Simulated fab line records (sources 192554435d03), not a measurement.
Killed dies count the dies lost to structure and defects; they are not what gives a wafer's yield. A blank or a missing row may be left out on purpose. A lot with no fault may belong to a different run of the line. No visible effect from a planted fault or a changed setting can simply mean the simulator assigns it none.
fab line records :: flow n5-finfet
record:
  lots: 4
  wafers: 12
  last-day: 19
route steps=1938 shown BEOL_M4@1038 PASSIVATION@1936
lots untouched by any fault: they come from a run of this same line in which no faults occurred
start-h: hours from the record's first day to the start of the lot's first wafer shown :: wait-h: how many hours have passed since the lot's step before this one :: " the same as in the row above :: L1.1+2: a row that stands for several wafers :: - no value, or no start given :: * or withheld: withheld :: < > ~ a bound
route shown NAME@n: a module of which the file shows steps, and the number in the route of the first :: usual: the fault-free wafers' mean and standard deviation :: same: alike in all rows :: chamber/n: place in a boat :: sites: each site's reading :: _std_site: their standard deviation :: _edge_site: outer sites' mean less inner sites' :: radius-mm: for every site, how far away it sits from the centre of the wafer :: mask NAME#n: copy n :: behind: the most recent tool/chamber to have shaped the wafer :: hold: the reason the lot was held/the length of the hold in hours/how it ended :: device: which transistor (n, p or np) failed to switch :: end of line: tests of these same wafers at the route's end :: for a step that has no rows: nothing shown but its recipe :: killed: at the first sort, the dies lost to defects and structure; wafer yield is something else :: map: shows each die of a wafer: x if killed, . if not, _ if none is there
set.NAME: the setting that was run; set.NAME@STEP: the one run at that earlier step :: model.NAME: the simulator's own value behind a step, which no gauge read
lots at selected steps of the route; one table per step, one row per wafer
services: a tool's chamber out of use, with start hour (start-h, from the record's first day; less than 0 if before it), hours out, and reason
== steps ==
step: N5_BEOL_M4_ETCH_74
recipe:
  chemistry: N2/H2
  target: underlayer
  target-depth-a: 65
  mask-material: CAR-EUV
  time-s: 5.2
  ion-energy-ev: 200
  pressure-mtorr: 30
  source-w: 840
  bias-w: 150
  n2-flow-sccm: 200
  h2-flow-sccm: 200
  ends: cleared
step: N5_BEOL_M4_ETCH_63
recipe:
  chemistry: CF4
  target: SiARC
  target-depth-a: 156
  mask-material: CAR-EUV
  time-s: 26
  ion-energy-ev: 80
  pressure-mtorr: 40
  source-w: 545
  bias-w: 36
  Ar_flow_sccm: 100
  cf4-flow-sccm: 100
  ends: cleared
step: N5_BEOL_M4_ETCH_64
recipe:
  chemistry: N2/H2
  target: SOC
  target-depth-a: 750
  overetch-a: 225
  mask-material: SiARC
  temp-c: 40
  time-s: 121.9
  ion-energy-ev: 200
  pressure-mtorr: 30
  source-w: 840
  bias-w: 150
  n2-flow-sccm: 200
  h2-flow-sccm: 200
step: N5_BEOL_M4_STRIP_65
recipe:
  chemistry: N2/H2
  temp-c: 40
  n2-flow-sccm: 200
  h2-flow-sccm: 200
  rf-frequency-hz: 6e+07
step: N5_BEOL_M4_STRIP_75
recipe:
  chemistry: N2/H2
  temp-c: 40
  n2-flow-sccm: 200
  h2-flow-sccm: 200
  rf-frequency-hz: 6e+07
step: N5_BEOL_M4_STRIP_66
recipe:
  chemistry: CF4
  resist: SiARC
  power-w: 300
  bias-power-w: 75
  pressure-mtorr: 50
  cf4-flow-sccm: 150
  rf-frequency-hz: 6e+07
step: N5_BEOL_M4_HM_OPEN_17
recipe:
  chemistry: Cl2/BCl3
  target-depth-a: 200
  overetch-a: 60
  target: TiN
  mask-material: SOC
  ion-energy-ev: 150
  pressure-mtorr: 10
  icp-w: 1000
  bias-w: 126
  Cl2_flow_sccm: 53.25
  bcl3-flow-sccm: 21.75
  Ar_flow_sccm: 25
step: N5_BEOL_M4_STRIP_19
recipe:
  chemistry: O2
  power-w: 400
  temp-c: 40
  pressure-mtorr: 30
  rf-frequency-hz: 6e+07
  bias-power-w: 0
  overash-fraction: 0.2
  o2-flow-sccm: 225
step: N5_BEOL_M4_COAT_67
recipe:
  resist: SOC
  temp-c: 250
  time-s: 60
  spin-rpm: 1500
  resist-thk-nm: 60
step: N5_BEOL_M4_COAT_68
recipe:
  resist: SiARC
  temp-c: 220
  time-s: 60
  spin-rpm: 1500
  resist-thk-nm: 12
step: N5_BEOL_M4_COAT_76
recipe:
  resist: underlayer
  temp-c: 205
  time-s: 60
  spin-rpm: 1500
  resist-thk-nm: 5
step: N5_BEOL_M4_COAT_22
recipe:
  resist: CAR-EUV
  spin-rpm: 1500
  resist-thk-nm: 30
usual:
  exhaust-pa: 45.0/0.87
  spin-speed-rpm: 1499.9/0.79
lot.wafer: L226.1
tool: litho-track-05
chamber: 0
start-h: 176.70
wait-h: -
exhaust-pa: 45.6
spin-speed-rpm: 1501.0
model.CAR-EUV_of_BEOL_M4_COAT_22.thk-nm: 30

lot.wafer: L226.4
tool: litho-track-05
chamber: 0
start-h: 176.70
wait-h: -
exhaust-pa: 44.9
spin-speed-rpm: 1502.1
model.CAR-EUV_of_BEOL_M4_COAT_22.thk-nm: 30.2

lot.wafer: L226.6
tool: litho-track-05
chamber: 0
start-h: 176.70
wait-h: -
exhaust-pa: 46.3
spin-speed-rpm: 1500.1
model.CAR-EUV_of_BEOL_M4_COAT_22.thk-nm: 30

lot.wafer: L243.3
tool: litho-track-05
chamber: 0
start-h: 279.46
wait-h: -
exhaust-pa: 45.7
spin-speed-rpm: 1364.2
model.CAR-EUV_of_BEOL_M4_COAT_22.thk-nm: 31.4

lot.wafer: L243.5
tool: litho-track-05
chamber: 0
start-h: 279.46
wait-h: -
exhaust-pa: 45.8
spin-speed-rpm: 1364.9
model.CAR-EUV_of_BEOL_M4_COAT_22.thk-nm: 31.4

lot.wafer: L243.6
tool: litho-track-05
chamber: 0
start-h: 279.46
wait-h: -
exhaust-pa: 45.9
spin-speed-rpm: 1363.7
model.CAR-EUV_of_BEOL_M4_COAT_22.thk-nm: 31.4

lot.wafer: L248.2
tool: litho-track-05
chamber: 0
start-h: 322.39
wait-h: -
exhaust-pa: 45.2
spin-speed-rpm: 1363.7
model.CAR-EUV_of_BEOL_M4_COAT_22.thk-nm: 31.6

lot.wafer: L248.3
tool: litho-track-05
chamber: 0
start-h: 322.39
wait-h: -
exhaust-pa: 45.2
spin-speed-rpm: 1365.2
model.CAR-EUV_of_BEOL_M4_COAT_22.thk-nm: 31.6

lot.wafer: L248.4
tool: litho-track-05
chamber: 0
start-h: 322.39
wait-h: -
exhaust-pa: 43.6
spin-speed-rpm: 1364.2
model.CAR-EUV_of_BEOL_M4_COAT_22.thk-nm: 31.4

lot.wafer: L249.2
tool: litho-track-02
chamber: 0
start-h: 333.35
wait-h: -
exhaust-pa: 43.9
spin-speed-rpm: 1499.6
model.CAR-EUV_of_BEOL_M4_COAT_22.thk-nm: 29.8

lot.wafer: L249.4
tool: litho-track-02
chamber: 0
start-h: 333.35
wait-h: -
exhaust-pa: 45.0
spin-speed-rpm: 1500.4
model.CAR-EUV_of_BEOL_M4_COAT_22.thk-nm: 29.8

lot.wafer: L249.6
tool: litho-track-02
chamber: 0
start-h: 333.35
wait-h: -
exhaust-pa: 44.0
spin-speed-rpm: 1500.9
model.CAR-EUV_of_BEOL_M4_COAT_22.thk-nm: 30
step: N5_BEOL_M4_EBR_24
recipe:
  solvent: PGMEA
  ebr-width-mm: 1.5
step: N5_BEOL_M4_SOFTBAKE_23
recipe:
  temp-c: 110
  time-s: 60
  resist: CAR-EUV
step: N5_BEOL_M4_EXPOSE_25
recipe:
  mask-id: V3
  na: 0.33
  source-shape: quasar
  sigma-inner: 0.2
  sigma-outer: 0.8
  polarization: unpolarized
  defocus-nm: 5
  dose-mj: 63
step: N5_BEOL_M4_PEB_26
recipe:
  peb-temp-c: 100
  peb-time-s: 60
  resist: CAR-EUV
step: N5_BEOL_M4_DEVELOP_27
recipe:
  develop-time-s: 30
  developer: TMAH
  resist: CAR-EUV
  rinse-liquid: surfactant-rinse
  dry: air-spin
  dev-temp-c: 23
step: N5_BEOL_M4_DESCUM_33
recipe:
  chemistry: O2
  time-s: 7
  source-power-w: 50
  bias-power-w: 20
  pressure-mtorr: 20
  rf-frequency-hz: 2.712e+07
  temp-c: 40
  resist: CAR-EUV
  o2-flow-sccm: 225
step: N5_BEOL_M4_ETCH_77
recipe:
  chemistry: N2/H2
  target: underlayer
  target-depth-a: 65
  mask-material: CAR-EUV
  time-s: 5.2
  ion-energy-ev: 200
  pressure-mtorr: 30
  source-w: 840
  bias-w: 150
  n2-flow-sccm: 200
  h2-flow-sccm: 200
  ends: cleared
step: N5_BEOL_M4_ETCH_69
recipe:
  chemistry: CF4
  target: SiARC
  target-depth-a: 156
  mask-material: CAR-EUV
  time-s: 26
  ion-energy-ev: 80
  pressure-mtorr: 40
  source-w: 545
  bias-w: 36
  Ar_flow_sccm: 100
  cf4-flow-sccm: 100
  ends: cleared
step: N5_BEOL_M4_ALD_98
recipe:
  material: SiO2
  target-thk-a: 25
  temp-c: 100
  ald-precursor-family: BDEAS
  ald-co-reactant: O2-plasma
  pulse-time-s: 1
  co-reactant-pulse-time-s: 1
  purge-time-s: 2
  co-reactant-purge-time-s: 2
  ald-cycles: 17
  pressure-torr: 2
step: N5_BEOL_M4_ETCHBACK_99
recipe:
  chemistry: CHF3
  target: SiO2
  target-depth-a: 50
  time-s: 10.4
  source-w: 215
  bias-w: 47
  Ar_flow_sccm: 200
  CHF3_flow_sccm: 12
  ion-energy-ev: 100
  pressure-mtorr: 30
usual:
  drypump-motor-current-A: 5.5/0.41
  oes_f_703_au: 0.83/0.073
  oes-product-au: 0.84/0.073
  rf-vpp-V: 239/3.9
  showerhead-plenum-p-Torr: 2.17/0.08
  throttle-valve-pct: 17.00/0.17
same:
  time-s: 10.4
lot.wafer: L226.1
tool: rie-diel-04
chamber: 2
start-h: 180.77
wait-h: 3.5
drypump-motor-current-A: 5.4
oes_f_703_au: 0.78
oes-product-au: 0.81
rf-hours-counter-h: 94
rf-vpp-V: 241
showerhead-plenum-p-Torr: 2.18
throttle-valve-pct: 16.78
model.CAR-EUV_of_BEOL_M4_COAT_22.thk-nm: 10.4

lot.wafer: L226.4
tool: rie-diel-04
chamber: 1
start-h: 180.77
wait-h: 3.5
drypump-motor-current-A: 6.5
oes_f_703_au: 0.86
oes-product-au: 0.86
rf-hours-counter-h: -
rf-vpp-V: 243
showerhead-plenum-p-Torr: 2.11
throttle-valve-pct: 17.30
model.CAR-EUV_of_BEOL_M4_COAT_22.thk-nm: 10.6

lot.wafer: L226.6
tool: rie-diel-04
chamber: 2
start-h: 180.77
wait-h: 3.5
drypump-motor-current-A: 5.4
oes_f_703_au: 0.78
oes-product-au: 0.81
rf-hours-counter-h: -
rf-vpp-V: 239
showerhead-plenum-p-Torr: 2.18
throttle-valve-pct: 16.81
model.CAR-EUV_of_BEOL_M4_COAT_22.thk-nm: 10.4

lot.wafer: L243.3
tool: rie-diel-04
chamber: 2
start-h: 293.66
wait-h: 11.8
drypump-motor-current-A: 5.5
oes_f_703_au: 0.75
oes-product-au: 0.78
rf-hours-counter-h: 128
rf-vpp-V: 240
showerhead-plenum-p-Torr: 2.16
throttle-valve-pct: 16.86
model.CAR-EUV_of_BEOL_M4_COAT_22.thk-nm: 11.8

lot.wafer: L243.5
tool: rie-diel-04
chamber: 2
start-h: 293.66
wait-h: 11.8
drypump-motor-current-A: 5.4
oes_f_703_au: 0.75
oes-product-au: 0.78
rf-hours-counter-h: -
rf-vpp-V: 238
showerhead-plenum-p-Torr: 2.16
throttle-valve-pct: 16.85
model.CAR-EUV_of_BEOL_M4_COAT_22.thk-nm: 11.8

lot.wafer: L243.6
tool: rie-diel-04
chamber: 3
start-h: 293.66
wait-h: 11.8
drypump-motor-current-A: 5.9
oes_f_703_au: 0.88
oes-product-au: 0.86
rf-hours-counter-h: -
rf-vpp-V: 235
showerhead-plenum-p-Torr: 2.27
throttle-valve-pct: 17.05
model.CAR-EUV_of_BEOL_M4_COAT_22.thk-nm: 11.8

lot.wafer: L248.2
tool: rie-diel-01
chamber: 1
start-h: 328.74
wait-h: 5.3
drypump-motor-current-A: 5.2
oes_f_703_au: 0.83
oes-product-au: 0.85
rf-hours-counter-h: 52
rf-vpp-V: 239
showerhead-plenum-p-Torr: 2.19
throttle-valve-pct: 16.89
model.CAR-EUV_of_BEOL_M4_COAT_22.thk-nm: 12

lot.wafer: L248.3
tool: rie-diel-01
chamber: 0
start-h: 328.74
wait-h: 5.3
drypump-motor-current-A: 5.5
oes_f_703_au: 0.80
oes-product-au: 0.82
rf-hours-counter-h: 66
rf-vpp-V: 244
showerhead-plenum-p-Torr: 2.10
throttle-valve-pct: 17.03
model.CAR-EUV_of_BEOL_M4_COAT_22.thk-nm: 12

lot.wafer: L248.4
tool: rie-diel-01
chamber: 2
start-h: 328.74
wait-h: 5.3
drypump-motor-current-A: 5.9
oes_f_703_au: 0.91
oes-product-au: 0.90
rf-hours-counter-h: 34
rf-vpp-V: 236
showerhead-plenum-p-Torr: 2.29
throttle-valve-pct: 17.00
model.CAR-EUV_of_BEOL_M4_COAT_22.thk-nm: 11.8

lot.wafer: L249.2
tool: rie-diel-01
chamber: 2
start-h: 341.41
wait-h: 7.3
drypump-motor-current-A: 6.0
oes_f_703_au: 0.90
oes-product-au: 0.88
rf-hours-counter-h: 39
rf-vpp-V: 236
showerhead-plenum-p-Torr: 2.29
throttle-valve-pct: 17.01
model.CAR-EUV_of_BEOL_M4_COAT_22.thk-nm: 10.2

lot.wafer: L249.4
tool: rie-diel-01
chamber: 0
start-h: 341.41
wait-h: 7.3
drypump-motor-current-A: 5.5
oes_f_703_au: 0.79
oes-product-au: 0.80
rf-hours-counter-h: 72
rf-vpp-V: 243
showerhead-plenum-p-Torr: 2.10
throttle-valve-pct: 17.07
model.CAR-EUV_of_BEOL_M4_COAT_22.thk-nm: 10.4

lot.wafer: L249.6
tool: rie-diel-01
chamber: 3
start-h: 341.41
wait-h: 7.3
drypump-motor-current-A: 5.0
oes_f_703_au: 0.83
oes-product-au: 0.82
rf-hours-counter-h: -
rf-vpp-V: 238
showerhead-plenum-p-Torr: 2.17
throttle-valve-pct: 16.92
model.CAR-EUV_of_BEOL_M4_COAT_22.thk-nm: 10.4
step: N5_BEOL_M4_ETCH_70
recipe:
  chemistry: N2/H2
  target: SOC
  target-depth-a: 800
  overetch-a: 240
  mask-material: SiARC
  temp-c: 40
  time-s: 130
  ion-energy-ev: 200
  pressure-mtorr: 30
  source-w: 840
  bias-w: 150
  n2-flow-sccm: 200
  h2-flow-sccm: 200
step: N5_BEOL_M4_RC_MEAS_101
usual:
  DIBL_N: 36.5/1.9
  DIBL_P: 36.4/2.2
  IOFF_N: 0.17/0.034
  IOFF_P: 0.21/0.036
  ION_N: 678/12
  ION_P: 462/7.1
  SS_N: 71.7/0.61
  SS_P: 73.4/0.71
  VT_N: 249/3.5
  VT_P: -251/3
lot.wafer: L226.1
tool: prober-01
chamber: 0
start-h: 185.69
wait-h: 0.0
DIBL_N[mV/V]: 37.4
DIBL_P[mV/V]: 36.8
IOFF_N[nA/um]: 0.19
IOFF_P[nA/um]: 0.22
ION_N[uA/um]: 689
ION_P[uA/um]: 459
SS_N[mV/dec]: 72.2
SS_P[mV/dec]: 74.1
VT_N[mV]: 246
VT_P[mV]: -253

lot.wafer: L226.4
tool: prober-01
chamber: 0
start-h: 185.69
wait-h: 0.0
DIBL_N[mV/V]: 35.6
DIBL_P[mV/V]: 35.5
IOFF_N[nA/um]: 0.15
IOFF_P[nA/um]: 0.20
ION_N[uA/um]: 672
ION_P[uA/um]: 459
SS_N[mV/dec]: 71.5
SS_P[mV/dec]: 73.1
VT_N[mV]: 252
VT_P[mV]: -252

lot.wafer: L226.6
tool: prober-01
chamber: 0
start-h: 185.69
wait-h: 0.0
DIBL_N[mV/V]: 36.9
DIBL_P[mV/V]: 37.2
IOFF_N[nA/um]: 0.17
IOFF_P[nA/um]: 0.23
ION_N[uA/um]: 681
ION_P[uA/um]: 462
SS_N[mV/dec]: 71.7
SS_P[mV/dec]: 73.8
VT_N[mV]: 249
VT_P[mV]: -251

lot.wafer: L243.3
tool: prober-01
chamber: 0
start-h: 300.15
wait-h: 0.3
DIBL_N[mV/V]: 37.2
DIBL_P[mV/V]: 38.2
IOFF_N[nA/um]: 0.18
IOFF_P[nA/um]: 0.23
ION_N[uA/um]: 694
ION_P[uA/um]: 471
SS_N[mV/dec]: 71.7
SS_P[mV/dec]: 73.5
VT_N[mV]: 244
VT_P[mV]: -248

lot.wafer: L243.5
tool: prober-01
chamber: 0
start-h: 300.15
wait-h: 0.3
DIBL_N[mV/V]: 36.3
DIBL_P[mV/V]: 37.2
IOFF_N[nA/um]: 0.17
IOFF_P[nA/um]: 0.21
ION_N[uA/um]: 699
ION_P[uA/um]: 473
SS_N[mV/dec]: 71.5
SS_P[mV/dec]: 72.8
VT_N[mV]: 248
VT_P[mV]: -250

lot.wafer: L243.6
tool: prober-01
chamber: 0
start-h: 300.15
wait-h: 0.3
DIBL_N[mV/V]: 36.2
DIBL_P[mV/V]: 36.8
IOFF_N[nA/um]: 0.16
IOFF_P[nA/um]: 0.20
ION_N[uA/um]: 684
ION_P[uA/um]: 464
SS_N[mV/dec]: 71.4
SS_P[mV/dec]: 73.7
VT_N[mV]: 251
VT_P[mV]: -250

lot.wafer: L248.2
tool: prober-01
chamber: 0
start-h: 334.01
wait-h: 0.2
DIBL_N[mV/V]: 38.2
DIBL_P[mV/V]: 38.9
IOFF_N[nA/um]: 0.22
IOFF_P[nA/um]: 0.23
ION_N[uA/um]: 683
ION_P[uA/um]: 458
SS_N[mV/dec]: 72.1
SS_P[mV/dec]: 74.4
VT_N[mV]: 244
VT_P[mV]: -248

lot.wafer: L248.3
tool: prober-01
chamber: 0
start-h: 334.01
wait-h: 0.2
DIBL_N[mV/V]: 37.7
DIBL_P[mV/V]: 37.7
IOFF_N[nA/um]: 0.19
IOFF_P[nA/um]: 0.20
ION_N[uA/um]: 680
ION_P[uA/um]: 456
SS_N[mV/dec]: 71.4
SS_P[mV/dec]: 73.8
VT_N[mV]: 246
VT_P[mV]: -250

lot.wafer: L248.4
tool: prober-01
chamber: 0
start-h: 334.01
wait-h: 0.2
DIBL_N[mV/V]: 32.8
DIBL_P[mV/V]: 32.9
IOFF_N[nA/um]: 0.12
IOFF_P[nA/um]: 0.15
ION_N[uA/um]: 671
ION_P[uA/um]: 462
SS_N[mV/dec]: 70.5
SS_P[mV/dec]: 71.9
VT_N[mV]: 251
VT_P[mV]: -255

lot.wafer: L249.2
tool: prober-01
chamber: 0
start-h: 347.86
wait-h: 0.2
DIBL_N[mV/V]: 34.2
DIBL_P[mV/V]: 32.5
IOFF_N[nA/um]: 0.13
IOFF_P[nA/um]: 0.18
ION_N[uA/um]: 671
ION_P[uA/um]: 463
SS_N[mV/dec]: 71.7
SS_P[mV/dec]: 73.3
VT_N[mV]: 252
VT_P[mV]: -253

lot.wafer: L249.4
tool: prober-01
chamber: 0
start-h: 347.86
wait-h: 0.2
DIBL_N[mV/V]: 35.5
DIBL_P[mV/V]: 34.0
IOFF_N[nA/um]: 0.16
IOFF_P[nA/um]: 0.20
ION_N[uA/um]: 673
ION_P[uA/um]: 467
SS_N[mV/dec]: 70.7
SS_P[mV/dec]: 74.2
VT_N[mV]: 249
VT_P[mV]: -252

lot.wafer: L249.6
tool: prober-01
chamber: 0
start-h: 347.86
wait-h: 0.2
DIBL_N[mV/V]: 35.3
DIBL_P[mV/V]: 33.4
IOFF_N[nA/um]: 0.15
IOFF_P[nA/um]: 0.18
ION_N[uA/um]: 683
ION_P[uA/um]: 462
SS_N[mV/dec]: 71.6
SS_P[mV/dec]: 73.3
VT_N[mV]: 251
VT_P[mV]: -252
step: N5_PASSIVATION_PROBE_49
usual:
  defect-limited-yield: 91.0/1.5
  killed_at_M0_to_M3: 35/11
  killed_at_M4_up: 13/5
  killed-at-contacts: 12/5.9
  killed-at-front-end: 42/13
  killed-at-other: 3/3.2
  killed-dies: 106/18
  killed-open: 69/13
  killed-short: 35/8.9
  sort_bin_5_function: 5.2/0.95
  sort_bin_6_memory: 3.3/0.71
  sort-n-pass: 1074/18
  sort-yield-pct: 91.0/1.5
same:
  gross-dies: 1180
  killed-at-back-side: 0
  sort_bin_4_leakage[%]: 0
  sort_bin_8_speed[%]: 0
lot.wafer: L243.6
tool: prober-02
chamber: -
start-h: 414.34
wait-h: 0.3
defect-limited-yield[%]: 90.6
killed_at_M0_to_M3: 31
killed_at_M4_up: 11
killed-at-contacts: 10
killed-at-front-end: 56
killed-at-other: 3
killed-dies: 111
killed-open: 68
killed-short: 28
sort_bin_5_function[%]: 4.7
sort_bin_6_memory[%]: 3.6
sort-n-pass: 1069
sort-yield-pct[%]: 90.6
killed by level:class
L243.6 FIN_SAQP:geometric-particle:open=12 HKMG_FIN:area-etch=12 BEOL_M3:geometric-particle:open=10 STI_FIN_REVEAL:geometric-particle:open=8 MOL_CONTACT_COAG:geometric-particle:open=8 BEOL_M0_SAQP:geometric-particle:open=6 BEOL_M2:geometric-particle:open=6 BEOL_M4:geometric-particle:open=6
== services ==
tool: rie-diel-01
chamber: 1
start-h: 153.53
hours: -
kind: clean

tool: rie-diel-01
chamber: 1
start-h: 153.53
hours: -
kind: consumable-replace:focus-ring

tool: rie-diel-01
chamber: 1
start-h: 153.53
hours: 22.3
kind: scheduled-down

tool: rie-diel-01
chamber: 1
start-h: 153.53
hours: 22.3
kind: vent-cycle

tool: rie-diel-04
chamber: 2
start-h: 165.85
hours: 1.5
kind: repair

tool: rie-diel-04
chamber: 0
start-h: 170.71
hours: 17.3
kind: repair

tool: rie-diel-01
chamber: 3
start-h: 183.63
hours: 4.1
kind: repair

tool: rie-diel-04
chamber: 0
start-h: 188.21
hours: -
kind: clean

tool: rie-diel-04
chamber: 0
start-h: 188.21
hours: -
kind: consumable-replace:focus-ring

tool: rie-diel-04
chamber: 0
start-h: 188.21
hours: 24.3
kind: scheduled-down

tool: rie-diel-04
chamber: 0
start-h: 188.21
hours: 24.3
kind: vent-cycle

tool: rie-diel-01
chamber: 2
start-h: 208.41
hours: -
kind: clean

tool: rie-diel-01
chamber: 2
start-h: 208.41
hours: -
kind: consumable-replace:focus-ring

tool: rie-diel-01
chamber: 2
start-h: 208.41
hours: -
kind: consumable-replace:showerhead

tool: rie-diel-01
chamber: 2
start-h: 208.41
hours: 16.5
kind: scheduled-down

tool: rie-diel-01
chamber: 2
start-h: 208.41
hours: 16.5
kind: vent-cycle

tool: rie-diel-01
chamber: -
start-h: 238.21
hours: 2.8
kind: pm

tool: rie-diel-01
chamber: 2
start-h: 246.55
hours: 8.5
kind: repair

tool: rie-diel-01
chamber: 1
start-h: 287.24
hours: 4.2
kind: repair

tool: rie-diel-04
chamber: 2
start-h: 323.48
hours: 19.8
kind: repair
== key ==
first-sign:
  step: N5_BEOL_M4_COAT_22
  reading: spin-speed-rpm
  direction: down
  sigmas: 99+
  usual: *
  struck: *
effect none on later readings
model-effect:
  step: N5_BEOL_M4_COAT_22
  value: CAR-EUV_of_BEOL_M4_COAT_22.thk-nm
  without: 30.03
  struck: 31.47
model-effect:
  step: N5_BEOL_M4_ETCHBACK_99
  value: CAR-EUV_of_BEOL_M4_COAT_22.thk-nm
  without: 10.4
  struck: 11.87
met-at N5_BEOL_M4_COAT_22
struck-wafers L243.3,L243.5,L243.6,L248.2,L248.3,L248.4
baseline-loss:
  step: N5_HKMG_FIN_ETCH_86
  wafers: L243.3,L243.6
onset-between 176.70 279.46
fault:
  kind: process-parameter-drift
  tool: litho-track-05
  chamber: -
  onset-h: 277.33
  steps: N5_BEOL_M4_COAT_22
  channel: spin-rpm
  offset: *
  shape: step
  end-h: 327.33
  acts-in: *
  stated: *
baseline-loss: these wafers lose ten dies or more at that step, a loss of the line's own and not of a fault; the sort's usual values leave them out
